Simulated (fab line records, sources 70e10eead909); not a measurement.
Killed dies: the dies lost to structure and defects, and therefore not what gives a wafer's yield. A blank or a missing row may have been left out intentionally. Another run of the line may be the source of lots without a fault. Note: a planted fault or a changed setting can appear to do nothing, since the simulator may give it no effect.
fab line records ; flow nand_harc
[record] lots = 13; wafers = 39; last_day = 24
route steps=1159 shown A_M1@1026 A_BONDPAD@1082 END@1159
lots with no fault: from the same line, run without faults
start_h: start of the lot's first displayed wafer, in hours after the record's first day ; wait_h: hours since the lot's step before ; " the same as in the row above ; L1.1+2: a row that stands for several wafers ; - no value, or no start given ; * or withheld: withheld ; < > ~ a bound
route shown NAME@n: a module of which the file shows steps, and the number in the route of the first ; usual: average and standard deviation across the fault-free wafers ; same: alike in all rows ; chamber/n: place in a boat ; sites: each site's reading ; _std_site: their standard deviation ; _edge_site: the outer-site mean with the inner-site mean subtracted ; radius_mm: for every site, how far away it sits from the centre of the wafer ; mask NAME#n: copy n ; behind: the last tool/chamber to shape the wafer ; hold: the reason the lot was held/the length of the hold in hours/how it ended ; device: the n, p or np transistor that did not switch ; end of line: tests run on the same wafers once the route is complete ; a step without rows: its recipe alone ; killed: dies that structure and defects cost at the first sort, which is not the same as the wafer's yield ; map: the dies of a wafer, with x for killed, . for not killed, _ for no die there
set.NAME: setting as actually run; set.NAME@STEP: the setting as run at that earlier step ; model.NAME: the simulator's own value behind a step, which no gauge read
the route's steps for a sample of lots (tables are steps, rows are wafers)
services: from which hour (start_h, from the record's first day; less than 0 if before it) a tool's chamber was out of use, for how many hours, and why
[[steps]]
[step NHARC_A_M1_DEP_00]
[recipe] target_thk_a = 1825; target_thk_nm = 182.5; temp_c = withheld; pressure_torr = 5; flow_sccm = 200; rf_w = 600; material = SiOC
lot.wafer;tool;chamber;start_h;wait_h;since_wet_clean_h
L904.2;pecvd-03;0;407.43;-;102
L904.3;pecvd-03;1;407.43;-;102
L904.4;pecvd-03;0;407.43;-;-
L902.3;pecvd-01;0;409.26;-;159
L902.5;pecvd-01;0;409.26;-;-
L902.6;pecvd-01;2;409.26;-;-
L901.3;pecvd-01;1;412.28;-;162
L901.6;pecvd-01;0;412.28;-;-
L901.4;pecvd-01;1;412.28;-;-
L906.1;pecvd-02;0;413.28;-;66
L906.5;pecvd-02;2;413.28;-;-
L906.6;pecvd-02;0;413.28;-;-
L905.2;pecvd-03;2;414.34;-;109
L905.5;pecvd-03;0;414.34;-;-
L905.4;pecvd-03;2;414.34;-;-
L903.1;pecvd-01;2;416.00;-;166
L903.2;pecvd-01;0;416.00;-;166
L903.5;pecvd-01;2;416.00;-;-
L914.3;pecvd-01;0;480.04;1.5;-
L914.6;pecvd-01;2;480.04;1.5;-
L914.5;pecvd-01;0;480.04;1.5;-
L912.2;pecvd-01;2;481.32;-;50
L912.1;pecvd-01;0;481.32;-;50
L912.4;pecvd-01;0;481.32;-;-
L917.2;pecvd-02;2;496.30;-;149
L917.1;pecvd-02;0;496.30;-;149
L917.6;pecvd-02;0;496.30;-;-
L918.2;pecvd-03;0;503.81;-;17
L918.3;pecvd-03;1;503.81;-;17
L918.4;pecvd-03;1;503.81;-;-
L919.6;pecvd-03;2;522.56;-;-
L919.5;pecvd-03;0;522.56;-;-
L919.4;pecvd-03;1;522.56;-;-
L922.2;pecvd-03;0;539.30;0.5;52
L922.6;pecvd-03;1;539.30;0.5;-
L922.4;pecvd-03;2;539.30;0.5;-
L923.3;pecvd-03;1;540.02;0.3;53
L923.2;pecvd-03;2;540.02;0.3;53
L923.4;pecvd-03;0;540.02;0.3;-
[step NHARC_A_BONDPAD_DEGAS_25]
[recipe] temp_c = 300; time_s = 60
[usual] heater_power_w = 466/54; susceptor_temp_C = 300.01/0.21
lot.wafer;tool;chamber;start_h;wait_h;heater_power_w;susceptor_temp_C
L904.4;pvd_sputter-03;-;414.36;-;494;300.41
L904.2;pvd_sputter-03;-;414.36;-;533;299.77
L904.3;pvd_sputter-03;-;414.36;-;443;300.01
L902.3;pvd_sputter-02;-;416.14;-;516;300.29
L902.5;pvd_sputter-02;-;416.14;-;378;299.77
L902.6;pvd_sputter-02;-;416.14;-;511;300.31
L901.3;pvd_sputter-01;-;419.08;-;481;299.71
L901.4;pvd_sputter-01;-;419.08;-;489;300.10
L901.6;pvd_sputter-01;-;419.08;-;546;300.21
L906.1;pvd_sputter-02;-;420.17;-;442;299.82
L906.5;pvd_sputter-02;-;420.17;-;428;300.03
L906.6;pvd_sputter-02;-;420.17;-;449;299.89
L905.2;pvd_sputter-03;-;420.89;-;532;300.07
L905.4;pvd_sputter-03;-;420.89;-;444;300.08
L905.5;pvd_sputter-03;-;420.89;-;512;299.96
L903.2;pvd_sputter-02;-;422.80;-;376;300.39
L903.1;pvd_sputter-02;-;422.80;-;433;299.95
L903.5;pvd_sputter-02;-;422.80;-;379;300.39
L917.2;pvd_sputter-02;-;503.38;-;436;300.50
L917.1;pvd_sputter-02;-;503.38;-;508;299.96
L917.6;pvd_sputter-02;-;503.38;-;437;300.43
L918.4;pvd_sputter-01;-;510.70;-;489;300.18
L918.2;pvd_sputter-01;-;510.70;-;509;300.06
L918.3;pvd_sputter-01;-;510.70;-;537;300.57
L919.4;pvd_sputter-01;-;531.25;-;394;299.80
L919.6;pvd_sputter-01;-;531.25;-;559;300.44
L919.5;pvd_sputter-01;-;531.25;-;482;300.05
L922.4;pvd_sputter-02;-;545.99;-;449;300.04
L922.2;pvd_sputter-02;-;545.99;-;435;300.18
L922.6;pvd_sputter-02;-;545.99;-;444;300.26
L923.4;pvd_sputter-02;-;546.92;-;510;300.00
L923.3;pvd_sputter-02;-;546.92;-;447;299.92
L923.2;pvd_sputter-02;-;546.92;-;446;300.24
[step NHARC_A_BONDPAD_PVD_17]
[recipe] target_thk_a = 50; bias_v = 168.6; power_w = 15000; chamber_pressure_pa = 0.12; time_s = 8.06; substrate_temp_c = 50; material = TaN
[usual] substrate_temp_c = 50.03/0.11; throttle_valve_pct = 29.8/0.68
lot.wafer;tool;chamber;start_h;wait_h;substrate_temp_c;throttle_valve_pct
L904.4;pvd_sputter-03;-;-;-;49.86;29.9
L904.3;pvd_sputter-03;-;-;-;49.98;29.8
L904.2;pvd_sputter-03;-;-;-;50.10;29.3
L902.3;pvd_sputter-02;-;-;-;50.09;30.5
L902.5;pvd_sputter-02;-;-;-;50.06;28.8
L902.6;pvd_sputter-02;-;-;-;49.99;30.1
L901.4;pvd_sputter-01;-;-;-;50.06;29.8
L901.3;pvd_sputter-01;-;-;-;49.91;30.1
L901.6;pvd_sputter-01;-;-;-;50.09;29.5
L906.1;pvd_sputter-02;-;-;-;49.81;29.6
L906.6;pvd_sputter-02;-;-;-;50.04;29.3
L906.5;pvd_sputter-02;-;-;-;50.04;29.7
L905.4;pvd_sputter-03;-;-;-;50.02;29.4
L905.2;pvd_sputter-03;-;-;-;49.91;29.9
L905.5;pvd_sputter-03;-;-;-;49.97;29.3
L903.1;pvd_sputter-02;-;-;-;50.06;30.4
L903.2;pvd_sputter-02;-;-;-;50.12;29.3
L903.5;pvd_sputter-02;-;-;-;50.05;29.9
L917.2;pvd_sputter-02;-;-;-;49.85;28.9
L917.1;pvd_sputter-02;-;-;-;49.92;30.4
L917.6;pvd_sputter-02;-;-;-;49.99;29.5
L918.4;pvd_sputter-01;-;-;-;50.00;31.0
L918.2;pvd_sputter-01;-;-;-;50.21;30.0
L918.3;pvd_sputter-01;-;-;-;50.03;29.8
L919.4;pvd_sputter-01;-;-;-;49.84;30.1
L919.6;pvd_sputter-01;-;-;-;50.06;31.9
L919.5;pvd_sputter-01;-;-;-;50.09;29.9
L922.2;pvd_sputter-02;-;-;-;49.92;29.8
L922.4;pvd_sputter-02;-;-;-;50.06;29.8
L922.6;pvd_sputter-02;-;-;-;50.18;29.3
L923.2;pvd_sputter-02;-;-;-;50.14;30.1
L923.4;pvd_sputter-02;-;-;-;50.03;29.6
L923.3;pvd_sputter-02;-;-;-;50.00;29.7
[step NHARC_A_BONDPAD_THK_MEAS_20]
[recipe] thk_meas_gauge = xrf
[usual] thk_nm = 169.3/1.8
lot.wafer;tool;chamber;start_h;wait_h;thk_nm
L904.2;film_metro-02;-;416.04;-;170.0
L904.3;film_metro-02;-;416.04;-;169.8
L904.4;film_metro-02;-;416.04;-;171.6
L902.3;film_metro-01;-;417.55;-;167.4
L902.5;film_metro-01;-;417.55;-;167.9
L902.6;film_metro-01;-;417.55;-;168.5
L901.3;film_metro-02;-;420.48;-;169.1
L901.4;film_metro-02;-;420.48;-;169.0
L901.6;film_metro-02;-;420.48;-;165.8
L906.1;film_metro-01;-;421.57;-;171.3
L906.5;film_metro-01;-;421.57;-;171.4
L906.6;film_metro-01;-;421.57;-;170.9
L905.2;film_metro-01;-;422.29;-;172.9
L905.4;film_metro-01;-;422.29;-;172.1
L905.5;film_metro-01;-;422.29;-;168.7
L903.1;film_metro-02;-;424.20;-;171.1
L903.2;film_metro-02;-;424.20;-;168.7
L903.5;film_metro-02;-;424.20;-;167.8
L917.1;film_metro-02;-;504.79;-;170.5
L917.2;film_metro-02;-;504.79;-;169.2
L917.6;film_metro-02;-;504.79;-;170.4
L918.2;film_metro-01;-;512.11;-;166.2
L918.3;film_metro-01;-;512.11;-;170.0
L918.4;film_metro-01;-;512.11;-;170.7
L919.4;film_metro-02;-;532.96;-;166.8
L919.5;film_metro-02;-;532.96;-;166.8
L919.6;film_metro-02;-;532.96;-;165.1
L922.2;film_metro-01;-;547.70;-;168.5
L922.4;film_metro-01;-;547.70;-;168.8
L922.6;film_metro-01;-;547.70;-;169.1
L923.2;film_metro-02;-;548.63;-;168.6
L923.3;film_metro-02;-;548.63;-;171.9
L923.4;film_metro-02;-;548.63;-;169.0
[step NHARC_END_SORT_01]
[recipe] temp_c = 25
[usual] defect_limited_yield = 95.5/1.5; killed_at_array = 27/10; killed_at_other = 0.6/0.96; killed_at_periphery = 3.4/2.7; killed_dies = 31/10; killed_open = 2.9/1.8; killed_short = 1.8/1.4; sort_bin_2_pct = 1.4/0.66; sort_bin_3_pct = 0.25/0.23; sort_bin_4_pct = 2.8/0.94; sort_n_pass = 646/10; sort_rim_yield_pct = 96.2/2.6; sort_yield_pct = 95.5/1.5
[same] gross_dies = 677; sort_bin_5_pct[%] = 0; sort_bin_6_pct[%] = 0; sort_bin_7_pct[%] = 0; sort_bin_8_pct[%] = 0; sort_rim_n_gross = 106.00
lot.wafer;tool;chamber;start_h;wait_h;defect_limited_yield[%];killed_at_array;killed_at_other;killed_at_periphery;killed_dies;killed_open;killed_short;sort_bin_2_pct[%];sort_bin_3_pct[%];sort_bin_4_pct[%];sort_n_pass;sort_rim_yield_pct[%];sort_yield_pct[%]
L912.1;prober-02;0;517.38;2.5;0;676;0;1;677;0;6;95.7;0.59;3.7;0;0;0
L912.2;prober-02;0;518.19;2.8;0;675;0;2;677;3;1;97.2;0.15;2.7;0;0;0
L912.4;prober-02;0;519.80;3.4;0;677;0;0;677;3;1;96.2;1.03;2.8;0;0;0
L914.3;prober-01;0;518.99;3.1;0;674;1;2;677;3;1;97.8;0.15;2.1;0;0;0
L914.5;prober-01;0;520.60;3.7;0;676;0;1;677;3;2;97.3;0;2.7;0;0;0
L914.6;prober-01;0;521.41;4.0;0;675;2;0;677;1;0;97.5;0.44;2.1;0;0;0
L917.1;prober-02;0;531.34;2.5;97.6;15;0;1;16;5;3;1.0;0.15;1.2;661;98.1;97.6
L917.2;prober-02;0;532.13;2.8;97.6;15;0;1;16;2;5;0.1;0.74;1.5;661;97.2;97.6
L917.6;prober-02;0;535.29;3.9;97.2;18;1;0;19;4;4;1.0;0.30;1.5;658;99.1;97.2
// killed by level:class
L912.1 A_M1:area_dep=633 A_SLIT:chamber_film_flake=18 A_STAIRCASE:chamber_film_flake=7 A_CHANNEL_HOLE_D1:chamber_film_flake=5 A_CONTACT:chamber_film_flake=5 A_CONTACT:geometric_particle:short=3 A_CHANNEL_FILL_D1:geometric_particle:short=2 A_M0:chamber_film_flake=2
L912.2 A_M1:area_dep=649 A_SLIT:chamber_film_flake=10 A_CHANNEL_HOLE_D1:chamber_film_flake=4 A_STAIRCASE:chamber_film_flake=4 A_CONTACT:chamber_film_flake=4 P_CONTACT:geometric_particle:short=1 A_WL_FILL:geometric_particle:open=1 A_CONTACT:geometric_particle:open=1
L914.3 A_M1:area_dep=655 A_CHANNEL_HOLE_D1:chamber_film_flake=7 A_CONTACT:chamber_film_flake=6 A_ONON_D1:geometric_particle:open=1 A_CHANNEL_FILL_D1:geometric_particle:open=1 A_WL_FILL:geometric_particle:short=1 A_CONTACT:geometric_particle:open=1 P_ZERO_WELL:chamber_film_flake=1
L912.4 A_M1:area_dep=639 A_SLIT:chamber_film_flake=15 A_CONTACT:chamber_film_flake=8 A_CHANNEL_HOLE_D1:chamber_film_flake=4 A_STAIRCASE:chamber_film_flake=4 A_ONON_D1:geometric_particle:open=1 A_CHANNEL_FILL_D1:geometric_particle:short=1 A_CHANNEL_FILL_D1:geometric_particle:open=1
L914.5 A_M1:area_dep=653 A_CONTACT:chamber_film_flake=8 A_CHANNEL_HOLE_D1:chamber_film_flake=5 A_STAIRCASE:chamber_film_flake=4 A_ONON_D1:geometric_particle:open=1 A_CONTACT:geometric_particle:open=1 A_BLC:geometric_particle:short=1 A_M1:geometric_particle:open=1
L914.6 A_M1:area_dep=652 A_CONTACT:chamber_film_flake=15 A_CHANNEL_HOLE_D1:chamber_film_flake=6 THIN_TSV:chamber_film_flake=2 A_SGD_CUT:geometric_particle:open=1 A_STAIRCASE:chamber_film_flake=1
L917.1 A_CHANNEL_HOLE_D1:chamber_film_flake=5 A_CHANNEL_FILL_D1:geometric_particle:open=2 A_CONTACT:chamber_film_flake=2 P_CONTACT:geometric_particle:short=1 A_ONON_D1:geometric_particle:open=1 A_CHANNEL_FILL_D1:geometric_particle:short=1 A_SGD_CUT:geometric_particle:open=1 A_WL_FILL:geometric_particle:open=1
L917.2 A_CHANNEL_HOLE_D1:chamber_film_flake=3 A_ONON_D1:geometric_particle:short=2 A_STAIRCASE:chamber_film_flake=2 A_CONTACT:chamber_film_flake=2 A_CHANNEL_HOLE_D1:geometric_particle:short=1 A_SGD_CUT:geometric_particle:short=1 A_SGD_CUT:geometric_particle:open=1 A_CONTACT:geometric_particle:short=1
L917.6 A_CONTACT:chamber_film_flake=6 A_CHANNEL_HOLE_D1:chamber_film_flake=5 A_CHANNEL_FILL_D1:geometric_particle:open=2 A_SOURCE_PLATE:geometric_particle:short=1 A_SGD_CUT:geometric_particle:short=1 A_M0:geometric_particle:open=1 A_M1:geometric_particle:short=1 A_BONDPAD:geometric_particle:open=1
[[services]]
tool;chamber;start_h;hours;kind
pvd_sputter-02;-;392.14;10.0;pm
pecvd-03;2;395.36;10.0;repair
pecvd-01;-;418.24;13.0;pm
pecvd-01;0;418.24;13.0;vent_cycle
pecvd-01;1;418.24;13.0;vent_cycle
pecvd-01;2;418.24;13.0;vent_cycle
pecvd-01;0;431.24;-;clean
pecvd-01;1;431.24;-;clean
pvd_sputter-03;-;458.00;10.0;pm
pecvd-03;-;474.10;13.0;pm
pecvd-03;0;474.10;13.0;vent_cycle
pecvd-03;1;474.10;13.0;vent_cycle
pecvd-03;2;474.10;13.0;vent_cycle
pecvd-03;0;487.10;-;clean
pecvd-03;1;487.10;-;clean
pecvd-03;2;487.10;-;clean
pecvd-03;-;495.88;3.1;repair
pvd_sputter-03;-;508.14;6.9;repair
pvd_sputter-01;-;514.00;10.0;pm
pecvd-02;-;515.25;13.0;pm
pecvd-01;-;524.65;1.1;repair
pecvd-02;1;528.69;10.7;repair
pvd_sputter-03;-;534.05;5.7;repair
pecvd-01;2;541.20;4.9;repair
[[key]]
[first_sign] step = NHARC_END_SORT_01; reading = sort_bin_2_pct; direction = up; sigmas = 99+; usual = 1.4; struck = 96.9
[effect] step = NHARC_END_SORT_01; reading = killed_dies; direction = up; sigmas = 65; usual = 31; struck = 677
[more_kills_born_at] NHARC_A_M1_DEP_00@pecvd-01 = 3881
met_at NHARC_A_M1_DEP_00
struck_lots L912,L914
later_rows_left_out L912.1,L912.2,L912.4,L914.3,L914.5,L914.6
not_acting_at NHARC_A_BONDPAD_DEGAS_25,NHARC_A_BONDPAD_PVD_17,NHARC_A_BONDPAD_THK_MEAS_20
onset_between 416.00 480.04
[fault] kind = process_parameter_drift; tool = pecvd-01; chamber = -; onset_h = 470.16; steps = NHARC_A_M1_DEP_00; channel = target_thk_nm; offset = 78.695; shape = step; end_h = 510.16; acts_in = these_recipes_only; stated = 182.5
// later_rows_left_out: the simulator's readings of these wafers behind a module that went badly wrong aren't trusted and aren't shown, but for the sort
